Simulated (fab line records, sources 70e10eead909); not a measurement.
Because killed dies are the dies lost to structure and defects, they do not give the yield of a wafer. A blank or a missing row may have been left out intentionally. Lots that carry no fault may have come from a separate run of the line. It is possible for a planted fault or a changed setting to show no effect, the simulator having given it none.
Matching of chambers -- flow nand-harc -- pecvd-03 running NHARC_A_CHANNEL_HOLE_D1_DEP_01: 3 sister chambers
The step deposits SiON, target thk 140 nm. 20 wafers are shown with their chamber, then 10 later ones without.

WAFERS, EACH WITH ITS CHAMBER
wafer,chamber,heater-power-w (W)
L074.1,1,627
L074.5,1,635
L074.6,2,916
L077.1,2,798
L077.2,0,831
L077.6,1,764
L076.1,1,779
L076.3,0,935
L076.5,1,641
L081.3,1,761
L081.4,2,810
L081.5,1,737
L083.1,1,765
L083.4,0,786
L083.5,2,854
L086.2,2,791
L086.4,2,776
L086.5,1,657
L087.2,1,745
L087.5,2,842

SIGNATURES, as means of the wafers listed above
reading,chamber 0,chamber 1,chamber 2,scatter within a chamber
heater-power-w,850.67,711.10,826.71,59.9
Rule: distance of a wafer from a chamber = root of the sum over the readings of ((wafer's reading minus chamber's mean) / reading's scatter) squared. If the next closest chamber is less than 2 further off than the closest, the wafer can't be placed; otherwise it belongs to the closest. The scatter: take each reading less its chamber's mean, square it, sum over the shown wafers, divide by the number of wafers less the number of chambers, and take the root.

WAFERS WHOSE CHAMBER IS MISSING
wafer,heater-power-w (W)
L087.6,751
L089.4,808
L089.5,770
L089.6,812
L090.2,790
L090.4,788
L090.5,810
L095.3,934
L095.5,868
L095.6,923

CHAMBER TAKEN BY EACH
wafer,from the rows above,in truth
L087.6,can't be placed: 1 or 2 or 0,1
L089.4,can't be placed: 2 or 0 or 1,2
L089.5,can't be placed: 2 or 1 or 0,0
L089.6,can't be placed: 2 or 0 or 1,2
L090.2,can't be placed: 2 or 0 or 1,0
L090.4,can't be placed: 2 or 0 or 1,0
L090.5,can't be placed: 2 or 0 or 1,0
L095.3,can't be placed: 0 or 2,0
L095.5,can't be placed: 0 or 2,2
L095.6,can't be placed: 0 or 2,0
Correctly placed: 0 of 10. These rows do not allow placing 10 (true chamber among the candidates in 10). Placed wrongly: 0.
